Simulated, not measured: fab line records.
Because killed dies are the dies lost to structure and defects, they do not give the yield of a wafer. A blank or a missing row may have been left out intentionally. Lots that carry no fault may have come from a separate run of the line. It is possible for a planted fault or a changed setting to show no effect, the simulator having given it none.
Chamber matching    flow nand-harc    3 sister chambers for NHARC_A_M0_PRE_CLEAN_31 on pecvd-02
The step time 12 s. 3 wafers are shown with their chamber, then 12 later ones without.

EACH WAFER AND ITS CHAMBER
wafer   chamber  heater-power-w (W)
L088.6  1        578
L091.3  2        715
L091.4  0        555

WAFERS WITHOUT THEIR CHAMBER
wafer   heater-power-w (W)
L090.1  654
L090.3  556
L090.6  596
L095.1  732
L095.2  525
L095.3  661
L096.2  532
L096.5  641
L096.6  524
L097.2  562
L097.3  630
L097.6  616

CHAMBER TAKEN BY EACH
wafer   from the rows above           in truth
L090.1  can't be placed: 2 or 1 or 0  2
L090.3  can't be placed: 0 or 1       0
L090.6  can't be placed: 1 or 0       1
L095.1  2                             2
L095.2  can't be placed: 0 or 1       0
L095.3  can't be placed: 2 or 1 or 0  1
L096.2  can't be placed: 0 or 1       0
L096.5  can't be placed: 1 or 2 or 0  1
L096.6  can't be placed: 0 or 1       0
L097.2  can't be placed: 0 or 1       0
L097.3  can't be placed: 1 or 0 or 2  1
L097.6  can't be placed: 1 or 0 or 2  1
Placed correctly: 1 of 12. Can't be placed from these rows: 11 (the true chamber is among the candidates in 11). 0 placed wrongly.
How it was worked out, from the rows above alone: a wafer's distance from a chamber is the root of the sum, over the readings, of the square of ((its reading less the chamber's mean) divided by the reading's scatter). If the next closest chamber is less than 2 further off than the closest, the wafer can't be placed; otherwise it belongs to the closest. The mean given for a chamber averages the wafers shown for that chamber. The scatter: root of mean squared gap, hidden wafer to nearest shown wafer, with one shown wafer a chamber.
